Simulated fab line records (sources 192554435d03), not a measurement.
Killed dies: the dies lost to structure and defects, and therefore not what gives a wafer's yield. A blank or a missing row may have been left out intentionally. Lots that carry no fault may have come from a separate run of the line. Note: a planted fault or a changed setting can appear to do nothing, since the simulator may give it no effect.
Which tool is to blame? | flow n5_finfet | Sampling: 11 lots, 33 wafers, 5 of 1938 route steps

## WHAT THE GAUGES SHOWED, per wafer
Not one reading of a measure or inspect step in the record can be checked against a usual standard deviation.

## EACH LOT AND THE TOOL THAT RAN IT (in order: tool; ch and the chambers of the sampled wafers; start)
lot  | N5_BEOL_M15_ETCH_38                           | N5_BEOL_M15_SPUTTER_45       | N5_PASSIVATION_PECVD_00         | N5_MIM_TOP_SPUTTER_03        | N5_PASSIVATION_PROBE_49
L302 | rie_diel-03 ch 0,1,3, day 11 19:22 or earlier | pvd_sputter-02, day 11 19:22 | pecvd-02 ch 0,1,2, day 11 22:14 | pvd_sputter-01, day 12 00:25 | -
L304 | rie_diel-01 ch 0,3, day 12 00:10 or earlier   | pvd_sputter-02, day 12 00:10 | pecvd-03 ch 1,2, day 12 02:33   | pvd_sputter-03, day 12 05:34 | -
L308 | rie_diel-01 ch 1,3, day 12 23:56 or earlier   | pvd_sputter-03, day 12 23:56 | pecvd-01 ch 0,1,2, day 13 02:02 | pvd_sputter-01, day 13 04:26 | -
L309 | rie_diel-01 ch 2,3, day 13 05:23 or earlier   | pvd_sputter-02, day 13 05:23 | pecvd-01 ch 1,2, day 13 07:29   | pvd_sputter-01, day 13 09:56 | -
L310 | rie_diel-03 ch 0,2,3, day 13 10:44 or earlier | pvd_sputter-01, day 13 10:44 | pecvd-01 ch 0,2, day 13 13:06   | pvd_sputter-03, day 13 15:16 | -
L312 | rie_diel-01 ch 1,2,3, day 13 15:26 or earlier | pvd_sputter-02, day 13 15:26 | pecvd-01 ch 1,2, day 13 17:37   | pvd_sputter-03, day 13 19:52 | -
L313 | rie_diel-05 ch 0,3, day 13 20:26 or earlier   | pvd_sputter-02, day 13 20:26 | pecvd-01 ch 1,2, day 13 22:53   | pvd_sputter-01, day 14 01:10 | -
L317 | rie_diel-05 ch 0,1,3, day 15 11:05 or earlier | pvd_sputter-02, day 15 11:05 | pecvd-01 ch 0,1, day 15 13:10   | pvd_sputter-03, day 15 15:21 | -
L320 | rie_diel-01 ch 1,2, day 16 00:06 or earlier   | pvd_sputter-02, day 16 00:06 | pecvd-01 ch 0,1, day 16 02:22   | pvd_sputter-01, day 16 03:40 | prober-01, day 16 13:35
L324 | rie_diel-01 ch 0,2, day 17 03:12 or earlier   | pvd_sputter-02, day 17 03:12 | pecvd-01 ch 1,2, day 17 05:22   | pvd_sputter-02, day 17 09:41 | -
L325 | rie_diel-05 ch 0,2, day 17 03:44 or earlier   | pvd_sputter-03, day 17 03:44 | pecvd-01 ch 0,1,2, day 17 05:54 | pvd_sputter-02, day 17 09:49 | -
- N5_BEOL_M15_ETCH_38: etches SiCN in CF4/N2, target depth 106.4 nm, time 120.5 s.
- N5_BEOL_M15_SPUTTER_45: material Cu, target thk 100 nm, time 16.67 s.
- N5_PASSIVATION_PECVD_00: deposits SiO2 from SiH4/N2O, target thk 200 nm, time 11.2 s.
- N5_MIM_TOP_SPUTTER_03: material TiN, target thk 35 nm, time 89.7 s.
- N5_PASSIVATION_PROBE_49

## AS READ BY THE TOOLS THEMSELVES (means over the sampled wafers that have a number; for cases with no such wafer, the mark the record gives instead)
N5_BEOL_M15_ETCH_38.
lot  | tool        | drypump_motor_current_A (A) | oes_product_au (a.u.) | rf_vpp_V (V) | showerhead_plenum_p_Torr (Torr) | throttle_valve_pct (%)
L302 | rie_diel-03 | 5.3                         | 0.72                  | 381.3        | 2.19                            | 15.39
L304 | rie_diel-01 | 5.6                         | 0.95                  | 383.2        | 2.25                            | 15.19
L308 | rie_diel-01 | 5.2                         | 0.89                  | 383.9        | 2.28                            | 15.15
L309 | rie_diel-01 | 5.4                         | 0.83                  | 384.1        | 2.26                            | 15.34
L310 | rie_diel-03 | 5.2                         | 0.81                  | 381.6        | 2.19                            | 15.26
L312 | rie_diel-01 | 5.6                         | 0.82                  | 384.0        | 2.28                            | 15.40
L313 | rie_diel-05 | 5.4                         | 0.80                  | 380.4        | 2.13                            | 15.38
L317 | rie_diel-05 | 5.8                         | 0.80                  | 380.9        | 2.14                            | 15.42
L320 | rie_diel-01 | 6.0                         | 0.78                  | 384.8        | 2.29                            | 15.50
L324 | rie_diel-01 | 6.1                         | 0.83                  | 383.2        | 2.25                            | 15.50
L325 | rie_diel-05 | 5.7                         | 0.71                  | 380.3        | 2.11                            | 15.57

N5_BEOL_M15_SPUTTER_45.
lot  | tool           | chuck_gas_flow_sccm (sccm) | throttle_valve_pct (%)
L302 | pvd_sputter-02 | 1.21                       | 29.1
L304 | pvd_sputter-02 | 1.23                       | 29.1
L308 | pvd_sputter-03 | 1.24                       | 29.9
L309 | pvd_sputter-02 | 1.25                       | 29.5
L310 | pvd_sputter-01 | 1.22                       | 29.8
L312 | pvd_sputter-02 | 1.27                       | 29.3
L313 | pvd_sputter-02 | 1.27                       | 29.6
L317 | pvd_sputter-02 | 1.30                       | 29.7
L320 | pvd_sputter-02 | 1.26                       | 29.5
L324 | pvd_sputter-02 | 1.23                       | 28.4
L325 | pvd_sputter-03 | 1.26                       | 30.4

N5_PASSIVATION_PECVD_00.
lot  | tool     | chamber_pressure_Torr (Torr) | heater_power_outer_w (W) | heater_power_w (W) | showerhead_plenum_p_Torr (Torr) | throttle_valve_pct (%)
L302 | pecvd-02 | 2.703                        | 356                      | 633                | 8.04                            | 52.3
L304 | pecvd-03 | 2.698                        | 423                      | 699                | 8.17                            | 51.2
L308 | pecvd-01 | 2.696                        | 429                      | 766                | 8.10                            | 52.9
L309 | pecvd-01 | 2.702                        | 369                      | 658                | 8.06                            | 51.4
L310 | pecvd-01 | 2.701                        | 390                      | 728                | 8.10                            | 53.0
L312 | pecvd-01 | 2.700                        | 464                      | 792                | 8.09                            | 53.1
L313 | pecvd-01 | 2.705                        | 437                      | 751                | 8.11                            | 53.2
L317 | pecvd-01 | -                            | -                        | -                  | -                               | -
L320 | pecvd-01 | -                            | -                        | -                  | -                               | -
L324 | pecvd-01 | 2.700                        | 421                      | 728                | 8.06                            | 51.7
L325 | pecvd-01 | 2.703                        | 375                      | 689                | 8.09                            | 53.2

N5_MIM_TOP_SPUTTER_03.
lot  | tool           | throttle_valve_pct (%)
L302 | pvd_sputter-01 | 30.0
L304 | pvd_sputter-03 | 30.6
L308 | pvd_sputter-01 | 29.6
L309 | pvd_sputter-01 | 30.6
L310 | pvd_sputter-03 | 32.0
L312 | pvd_sputter-03 | 30.5
L313 | pvd_sputter-01 | 30.6
L317 | pvd_sputter-03 | 29.4
L320 | pvd_sputter-01 | 30.6
L324 | pvd_sputter-02 | 29.6
L325 | pvd_sputter-02 | 29.7

N5_PASSIVATION_PROBE_49.
lot  | tool      | defect_limited_yield (%) | killed_at_M0_to_M3 | killed_at_M4_up | killed_at_contacts | killed_at_front_end | killed_at_other | killed_dies | killed_open | killed_short | sort_bin_5_function (%) | sort_bin_6_memory (%) | sort_n_pass | sort_yield_pct (%)
L320 | prober-01 | 89.7                     | 44                 | 17              | 10                 | 50                  | 1.0             | 122         | 81          | 39           | 5.2                     | 4.5                   | 1058        | 89.7

## THE ANSWER, worked out from the rows above alone
Rule: what is usual is taken from the lots themselves. Put in order of their means at a reading, lots are off if they are a third of the lots or fewer, leave a main group of 4 or more, and stand apart from it by a gap of 3 or more times the standard deviation of the main group's means; of several such gaps the widest counts. The tables above print the reading to a certain number of digits; a main group whose means all agree to those digits is not used. Also off: a lot with no number at a reading for which 4 or more lots have one. The other lots that the step has rows for count as sound. The gauges are gone through in route order, then the tools' own readings, and for those a lot's mean is taken as printed above. The first step at which some lot is off is used, and at that step the reading that is off furthest; a lot without a number counts as furthest.
Off: L317, L320 (N5_PASSIVATION_PECVD_00, chamber_pressure_Torr). Without a number there: L317, L320. The main group has a mean of 2.701 Torr with a standard deviation of 0.0026.
If a tool, at that step or one of the process steps before it, ran each lot that is off and ran no sound lot following the first of them, it fits. N5_BEOL_M15_ETCH_38 gives no start for some lots, so the hours and the order of its lots are those of N5_BEOL_M15_SPUTTER_45. Of those tried, none fits.

## WHAT THE SIMULATOR PUT IN
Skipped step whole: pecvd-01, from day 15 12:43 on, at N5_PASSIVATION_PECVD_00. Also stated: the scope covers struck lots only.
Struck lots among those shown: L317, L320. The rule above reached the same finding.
